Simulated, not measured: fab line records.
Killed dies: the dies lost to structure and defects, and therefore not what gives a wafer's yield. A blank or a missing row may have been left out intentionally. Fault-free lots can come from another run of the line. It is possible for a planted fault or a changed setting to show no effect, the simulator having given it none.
fab line records	flow n5_finfet
record: lots: 7	wafers: 21
route steps=1938 shown BEOL_M14@1753 MIM_TOP_ETCH@1853 MIM_BOT_LITHO@1860 MIM_BOT_ETCH@1868 TV_OPEN@1890
start_h: hours from the record's first day to the start of the lot's first wafer shown	wait_h: how many hours have passed since the lot's step before this one	" repeats the value in the row above	L1.1+2: a single row standing in for several wafers	- no value, or no start was given	* or withheld: withheld	< > ~ a bound
route shown NAME@n: a module of which the file shows steps, and the number in the route of the first	usual: mean/standard deviation of fault-free wafers	same: alike in all rows	chamber/n: place in a boat	sites: readings site by site	_std_site: their standard deviation	_edge_site: inner sites' mean taken away from outer sites' mean	radius_mm: for every site, how far away it sits from the centre of the wafer	mask NAME#n: copy n	behind: the tool/chamber that last shaped the wafer	hold: the reason the lot was held/the length of the hold in hours/how it ended	device: names the non-switching transistor (n, p or np)	end of line: the same wafers' tests at the end of the route	a step with no rows: only its recipe	killed: dies that structure and defects cost at the first sort, which is not the same as the wafer's yield	map: a wafer's dies, marking killed ones x, the rest . and places with no die _
set.NAME: the setting that was run; set.NAME@STEP: the one run at that earlier step	model.NAME: the simulator's own value behind a step, which no gauge read
lots with deliberately changed settings; one table per step, one row per wafer
== steps ==
step: N5_BEOL_M14_TRENCH_ETCH_34
recipe: chemistry: C4F8/O2/Ar	target: SiO2	target_depth_a: 5566.5	mask_material: SOC	he_inner_torr: 15	he_outer_torr: 30	time_s: 126.9	ion_energy_ev: 800	pressure_mtorr: 20	source_w: 1905	bias_w: 2040	Ar_flow_sccm: 400	C4F8_flow_sccm: 16	O2_flow_sccm: 12
lot.wafer	tool	chamber	start_h	wait_h	set.time_s	model.etch.depth_nm
L077.2	rie_diel-01	3	256.88	0.0	142.1	629.1
L077.4	"	3	"	"	126.9	564.2
L077.6	"	1	"	"	126.9	584.1
L081.2	rie_diel-01	1	281.50	0.0	126.9	585.4
L081.5	"	1	"	"	126.9	584.2
L081.6	"	2	"	"	126.9	554
L082.4	rie_diel-03	0	285.76	0.0	126.9	564.3
L082.5	"	3	"	"	126.9	557.9
L082.6	"	2	"	"	126.9	566.7
L087.1	rie_diel-03	3	315.80	0.0	107.2	472.6
L087.4	"	0	"	"	126.9	568.7
L087.6	"	3	"	"	126.9	561.4
L086.1	rie_diel-01	2	327.11	0.0	126.9	556.4
L086.3	"	1	"	"	141.6	651.8
L086.6	"	2	"	"	126.9	560
L090.2	rie_diel-03	2	340.72	0.0	107.3	483.2
L090.3	"	1	"	"	107.3	472.4
L090.6	"	1	"	"	107.3	475.7
L095.1	rie_diel-03	1	367.29	0.0	126.9	569.2
L095.3	"	2	"	"	126.9	568.1
L095.4	"	0	"	"	126.9	562.7
step: N5_BEOL_M14_STRIP_70
recipe: chemistry: C4F8/O2/Ar	resist: SiARC	rf_frequency_hz: 6e+07
step: N5_BEOL_M14_OCD_MEAS_35
usual: trench_depth_nm: 563/12
lot.wafer	tool	chamber	start_h	wait_h	set.time_s@BEOL_M14_TRENCH_ETCH_34	trench_depth_nm
L077.2	ocd-01	-	257.04	0.0	142.1	629
L077.4	"	-	"	"	126.9	564
L077.6	"	-	"	"	126.9	584
L081.2	ocd-01	-	281.67	0.0	126.9	586
L081.5	"	-	"	"	126.9	584
L081.6	"	-	"	"	126.9	554
L082.4	ocd-01	-	285.92	0.0	126.9	564
L082.5	"	-	"	"	126.9	558
L082.6	"	-	"	"	126.9	567
L087.1	ocd-02	-	315.96	0.0	107.2	473
L087.4	"	-	"	"	126.9	569
L087.6	"	-	"	"	126.9	562
L086.1	ocd-01	-	327.27	0.0	126.9	556
L086.3	"	-	"	"	141.6	652
L086.6	"	-	"	"	126.9	560
L090.2	ocd-02	-	340.89	0.0	107.3	483
L090.3	"	-	"	"	107.3	472
L090.6	"	-	"	"	107.3	476
L095.1	ocd-02	-	367.44	0.0	126.9	569
L095.3	"	-	"	"	126.9	568
L095.4	"	-	"	"	126.9	563
step: N5_BEOL_M14_STRIP_37
recipe: chemistry: O2	power_w: 600	temp_c: 60	pressure_mtorr: 30	rf_frequency_hz: 6e+07	bias_power_w: 0	overash_fraction: 0.3	o2_flow_sccm: 225
step: N5_BEOL_M14_ETCH_38
recipe: chemistry: CF4/N2	target: SiCN	target_depth_a: 1065	taper_deg: 2	time_s: 120.6	ion_energy_ev: 150	mask_material: SiO2	pressure_mtorr: 40	source_w: 430	bias_w: 70	Ar_flow_sccm: 100	cf4_flow_sccm: 60	n2_flow_sccm: 60
step: N5_BEOL_M14_ECD_47
recipe: material: Cu	target_thk_a: 12480
step: N5_BEOL_M14_ANNEAL_48
recipe: temp_c: 225	time_s: 90	ambient: N2
step: N5_BEOL_M14_CMP_49
recipe: stop_on: SiO2	t_overpolish_s: 5.2	down_force_psi: 2	platen_rpm: 80	clearing_platen_down_force_psi: 2	clearing_platen_rpm: 80	post_cmp_clean: cu_alkaline	target_thk_nm: 560	clearing_platen_pad_velocity_m_s: 1.5917	pad_velocity_m_s: 1.5917
lot.wafer	tool	chamber	start_h	wait_h	set.time_s@BEOL_M14_TRENCH_ETCH_34	model.Cu_of_BEOL_M14_ECD_47.thk_nm
L077.2	cmp-02	0	262.12	0.2	142.1	633
L077.4	"	1	"	"	126.9	569.2
L077.6	"	0	"	"	126.9	588.2
L081.2	cmp-01	3	283.23	0.3	126.9	588
L081.6	"	0	"	"	126.9	557.6
L081.5	"	1	"	"	126.9	588.8
L082.4	cmp-04	0	287.55	0.1	126.9	567.2
L082.6	"	0	"	"	126.9	569.8
L082.5	"	1	"	"	126.9	562
L087.4	cmp-02	2	317.62	0.2	126.9	570.2
L087.1	"	0	"	"	107.2	474.6
L087.6	"	2	"	"	126.9	563.2
L086.1	cmp-01	0	330.20	0.3	126.9	560
L086.3	"	1	"	"	141.6	655.8
L086.6	"	2	"	"	126.9	561.8
L090.2	cmp-01	2	346.87	0.2	107.3	485.4
L090.3	"	3	"	"	107.3	475.6
L090.6	"	3	"	"	107.3	480.2
L095.3	cmp-04	0	372.83	0.2	126.9	573.6
L095.1	"	2	"	"	126.9	572.8
L095.4	"	3	"	"	126.9	567.4
step: N5_BEOL_M14_THK_MEAS_50
recipe: thk_meas_gauge: xrf	reads: Cu_of_BEOL_M14_ECD_47
usual: M14_THK: 565/12
lot.wafer	tool	chamber	start_h	wait_h	set.time_s@BEOL_M14_TRENCH_ETCH_34	M14_THK[nm]
L077.2	film_metro-01	-	262.42	-	142.1	629
L077.4	"	-	"	"	126.9	565
L077.6	"	-	"	"	126.9	584
L081.2	film_metro-01	-	283.41	-	126.9	581
L081.5	"	-	"	"	126.9	582
L081.6	"	-	"	"	126.9	550
L082.4	film_metro-01	-	287.85	-	126.9	563
L082.5	"	-	"	"	126.9	556
L082.6	"	-	"	"	126.9	564
L087.1	film_metro-02	-	317.88	-	107.2	474
L087.4	"	-	"	"	126.9	574
L087.6	"	-	"	"	126.9	564
L086.1	film_metro-01	-	330.42	-	126.9	556
L086.3	"	-	"	"	141.6	652
L086.6	"	-	"	"	126.9	556
L090.2	film_metro-02	-	347.16	-	107.3	486
L090.3	"	-	"	"	107.3	476
L090.6	"	-	"	"	107.3	480
L095.1	film_metro-01	-	373.13	-	126.9	568
L095.3	"	-	"	"	126.9	569
L095.4	"	-	"	"	126.9	563
step: N5_BEOL_M14_PRE_CLEAN_52
recipe: gas: NH3	time_s: 15	temp_c: withheld	rf_power_w: 300
step: N5_BEOL_M14_DEP_53
recipe: material: SiCN	target_thk_a: 500	temp_c: withheld	precursor: 3MS/NH3	pressure_torr: 3	rf_w: 675	time_s: 17.8
step: N5_BEOL_M14_RS_MEAS_54
recipe: thk_meas_gauge: four-point-probe	reads: Cu_of_BEOL_M14_ECD_47+Ta_of_BEOL_M14_SPUTTER_44+TaN_of_BEOL_M14_SPUTTER_43
usual: M14_RS: 0.0328/0.00069
lot.wafer	tool	chamber	start_h	wait_h	set.time_s@BEOL_M14_TRENCH_ETCH_34	M14_RS[ohm/sq]
L077.2	film_metro-01	-	262.55	0.1	142.1	0.0292
L077.4	"	-	"	"	126.9	0.0327
L077.6	"	-	"	"	126.9	0.0316
L081.2	film_metro-02	-	283.54	0.1	126.9	0.0315
L081.5	"	-	"	"	126.9	0.0315
L081.6	"	-	"	"	126.9	0.0333
L082.4	film_metro-01	-	287.98	0.0	126.9	0.0327
L082.5	"	-	"	"	126.9	0.0330
L082.6	"	-	"	"	126.9	0.0326
L087.1	film_metro-02	-	318.01	0.0	107.2	0.0393
L087.4	"	-	"	"	126.9	0.0325
L087.6	"	-	"	"	126.9	0.0329
L086.1	film_metro-01	-	330.54	0.0	126.9	0.0331
L086.3	"	-	"	"	141.6	0.0282
L086.6	"	-	"	"	126.9	0.0330
L090.2	film_metro-02	-	347.29	0.1	107.3	0.0383
L090.3	"	-	"	"	107.3	0.0392
L090.6	"	-	"	"	107.3	0.0388
L095.1	film_metro-02	-	373.26	0.0	126.9	0.0324
L095.3	"	-	"	"	126.9	0.0323
L095.4	"	-	"	"	126.9	0.0327
step: N5_MIM_TOP_ETCH_PECVD_03
recipe: material: SiNx	target_thk_a: 200	temp_c: 400	precursor: SiH4/NH3/N2	pressure_torr: 1.5	rf_w: 300	time_s: 17.6
lot.wafer	tool	chamber	start_h	wait_h	set.time_s	model.SiNx_of_MIM_TOP_ETCH_PECVD_03.thk_nm
L077.2+4	pecvd-01	0,2	273.34	-	17.6	19.8
L077.6	"	0	"	"	17.6	20
L081.2+5	pecvd-01	1	297.74	-	17.6	20
L081.6	"	0	"	"	17.6	20.4
L082.4	pecvd-03	1	299.41	-	17.6	20.2
L082.5+6	"	1,2	"	"	17.6	19.8
L087.1	pecvd-04	0	328.33	-	18.86	21.6
L087.4	"	1	"	"	17.6	20.2
L087.6	"	2	"	"	18.86	21.4
L086.1	pecvd-04	0	341.12	-	16.24	19
L086.3	"	2	"	"	17.6	19.6
L086.6	"	0	"	"	17.6	20.6
L090.2	pecvd-03	1	357.32	-	19.39	21.6
L090.3	"	0	"	"	17.6	19.6
L090.6	"	0	"	"	17.6	20
L095.1	pecvd-03	2	383.82	-	17.6	19.6
L095.3+4	"	1,0	"	"	17.6	20
step: N5_MIM_BOT_LITHO_DEVELOP_07
recipe: develop_time_s: 60	rinse_liquid: diw	dry: air_spin	dev_temp_c: 21
lot.wafer	tool	chamber	start_h	wait_h	set.develop_time_s
L077.2+4	litho_track-03	0	-	-	60
L077.6	"	0	"	"	53.68
L081.2+5+6	litho_track-02	0	-	-	60
L082.4+5	litho_track-01	0	-	-	47.44
L082.6	"	0	"	"	60
L087.1+4+6	litho_track-02	0	-	-	52.8
L086.1+6	litho_track-02	0	-	-	50.19
L086.3	"	0	"	"	60
L090.2+3+6	litho_track-01	0	-	-	60
L095.1+4	litho_track-02	0	-	-	68.49
L095.3	"	0	"	"	60
step: N5_MIM_BOT_LITHO_HARDBAKE_09
recipe: temp_c: 130	time_s: 120
step: N5_MIM_BOT_ETCH_ETCH_00
recipe: chemistry: Cl2/BCl3	target: TiN	target_depth_a: 455	ion_energy_ev: 150	pressure_mtorr: 10	icp_w: 1000	bias_w: 126	Cl2_flow_sccm: 53.25	bcl3_flow_sccm: 21.75	Ar_flow_sccm: 25
step: N5_MIM_BOT_ETCH_STRIP_01
recipe: chemistry: O2	power_w: 600	temp_c: 60	pressure_mtorr: 30	rf_frequency_hz: 6e+07	bias_power_w: 0	overash_fraction: 0.5	o2_flow_sccm: 225
step: N5_MIM_BOT_ETCH_STRIP_02
recipe: chemistry: post_etch_residue_remover	time_s: 1200	temp_c: 72.5
lot.wafer	tool	chamber	start_h	wait_h	set.time_s@MIM_TOP_ETCH_PECVD_03	model.SiNx_of_MIM_TOP_ETCH_PECVD_03.thk_nm
L077.2+6	wet_bench-03	7,6	274.24	-	17.6	19.6
L077.4	"	3	"	"	17.6	19.4
L081.2+5	wet_bench-06	0,2	298.71	-	17.6	19.6
L081.6	"	7	"	"	17.6	20
L082.4	wet_bench-06	4	300.50	-	17.6	19.8
L082.5+6	"	6,7	"	"	17.6	19.4
L087.1	wet_bench-03	5	329.36	-	18.86	21.2
L087.4	"	0	"	"	17.6	20
L087.6	"	3	"	"	18.86	21
L086.1	wet_bench-06	2	342.17	-	16.24	18.6
L086.3	"	5	"	"	17.6	19.2
L086.6	"	6	"	"	17.6	20.2
L090.2	wet_bench-03	3	358.29	-	19.39	21.2
L090.3	"	1	"	"	17.6	19.4
L090.6	"	4	"	"	17.6	19.6
L095.1	wet_bench-06	7	384.84	-	17.6	19.2
L095.3+4	"	4,3	"	"	17.6	19.6
step: N5_PASSIVATION_ETCH_15
recipe: chemistry: CF4/N2	target: SiCN	target_depth_a: 750	taper_deg: 2	time_s: 81.2	ion_energy_ev: 150	mask_material: SiNx	pressure_mtorr: 40	source_w: 430	bias_w: 70	Ar_flow_sccm: 100	cf4_flow_sccm: 60	n2_flow_sccm: 60
usual: rf_vpp_V: 383.0/2.2
lot.wafer	tool	chamber	start_h	wait_h	set.bias_w	rf_vpp_V
L077.2	rie_diel-02	0	-	-	76.84	408.8
L077.4	"	3	"	"	76.84	407.1
L077.6	"	1	"	"	76.84	408.7
L081.2	rie_diel-06	2	-	-	70	385.5
L081.5	"	0	"	"	70	379.2
L081.6	"	3	"	"	70	384.1
L082.4	rie_diel-02	2	-	-	70	380.7
L082.5	"	0	"	"	70	384.1
L082.6	"	1	"	"	70	383.8
L087.1	rie_diel-02	2	-	-	81.96	421.5
L087.4	"	0	"	"	70	384.9
L087.6	"	0	"	"	70	384.5
L086.1	rie_diel-04	1	-	-	82.44	422.6
L086.3	"	3	"	"	70	383.1
L086.6	"	2	"	"	70	379.2
L090.2	rie_diel-06	0	-	-	62.59	353.1
L090.3	"	2	"	"	70	383.8
L090.6	"	3	"	"	62.59	356.4
L095.1	rie_diel-06	3	-	-	60.69	352.4
L095.3	"	1	"	"	70	379.6
L095.4	"	1	"	"	60.69	348.9
== key ==
split: step: N5_BEOL_M14_TRENCH_ETCH_34	setting: time_s	stated: 126.9	by: wafer
response: step: N5_BEOL_M14_TRENCH_ETCH_34	reading: model.etch.depth_nm	change: +6.13	per: 1%	r: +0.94
response: step: N5_BEOL_M14_OCD_MEAS_35	reading: trench_depth_nm	change: +6.12	per: 1%	r: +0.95
response: step: N5_BEOL_M14_CMP_49	reading: model.Cu_of_BEOL_M14_ECD_47.thk_nm	change: +6.13	per: 1%	r: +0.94
response: step: N5_BEOL_M14_THK_MEAS_50	reading: M14_THK	change: +6.23	per: 1%	r: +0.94
response: step: N5_BEOL_M14_RS_MEAS_54	reading: M14_RS	change: -0.000373	per: 1%	r: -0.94
split: step: N5_MIM_TOP_ETCH_PECVD_03	setting: time_s	stated: 17.6	by: wafer
response: step: N5_MIM_TOP_ETCH_PECVD_03	reading: model.SiNx_of_MIM_TOP_ETCH_PECVD_03.thk_nm	change: +0.168	per: 1%	r: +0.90
response: step: N5_MIM_BOT_ETCH_STRIP_02	reading: model.SiNx_of_MIM_TOP_ETCH_PECVD_03.thk_nm	change: +0.157	per: 1%	r: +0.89
split: step: N5_MIM_BOT_LITHO_DEVELOP_07	setting: develop_time_s	stated: 60	by: wafer
response none clear
split: step: N5_PASSIVATION_ETCH_15	setting: bias_w	stated: 70	by: wafer
response: step: N5_PASSIVATION_ETCH_15	reading: rf_vpp_V	change: +2.29	per: 1%	r: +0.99
